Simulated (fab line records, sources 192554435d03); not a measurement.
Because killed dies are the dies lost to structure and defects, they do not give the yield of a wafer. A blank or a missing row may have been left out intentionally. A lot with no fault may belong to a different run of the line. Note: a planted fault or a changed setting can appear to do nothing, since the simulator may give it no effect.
Chamber matching -- flow n5-finfet -- 3 sister chambers for N5_MOL_CONTACT_COAG_CO_FILL_22 on cvd-co-01
The step material Co, precursor CCTBA/H2, target thk 20 nm. 6 wafers are shown with their chamber, then 9 later ones without.

## WAFERS WITH THEIR CHAMBER
wafer,chamber,heater-power-outer-w (W),heater-power-w (W)
L080.5,2,119,222
L088.4,2,123,224
L088.6,1,125,218
L090.3,0,119,227
L090.4,0,121,224
L090.6,1,121,221

## WAFERS WITHOUT THEIR CHAMBER
wafer,heater-power-outer-w (W),heater-power-w (W)
L093.1,124,221
L093.5,122,221
L093.6,125,226
L091.2,126,217
L091.4,120,222
L091.6,125,222
L095.2,126,216
L095.3,122,226
L095.4,125,218

## THE CHAMBER EACH PASSED THROUGH
wafer,from the rows above,in truth
L093.1,can't be placed: 1 or 2 or 0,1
L093.5,can't be placed: 1 or 2 or 0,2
L093.6,can't be placed: 0 or 2 or 1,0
L091.2,can't be placed: 1 or 2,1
L091.4,can't be placed: 2 or 1 or 0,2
L091.6,can't be placed: 1 or 2 or 0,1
L095.2,can't be placed: 1 or 2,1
L095.3,can't be placed: 0 or 2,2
L095.4,can't be placed: 1 or 2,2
Correctly placed: 0 of 9. Can't be placed from these rows: 9 (the true chamber is among the candidates in 9). 0 placed wrongly.
How it was worked out, from the rows above alone: a wafer's distance from a chamber is the root of the sum, over the readings, of the square of ((its reading less the chamber's mean) divided by the reading's scatter). If the next closest chamber is less than 2 further off than the closest, the wafer can't be placed; otherwise it belongs to the closest. Each chamber's mean is taken over the wafers shown for it. The scatter is the square root of a quotient: the sum, over the shown wafers, of each reading's squared deviation from its chamber's mean, divided by wafers minus chambers.
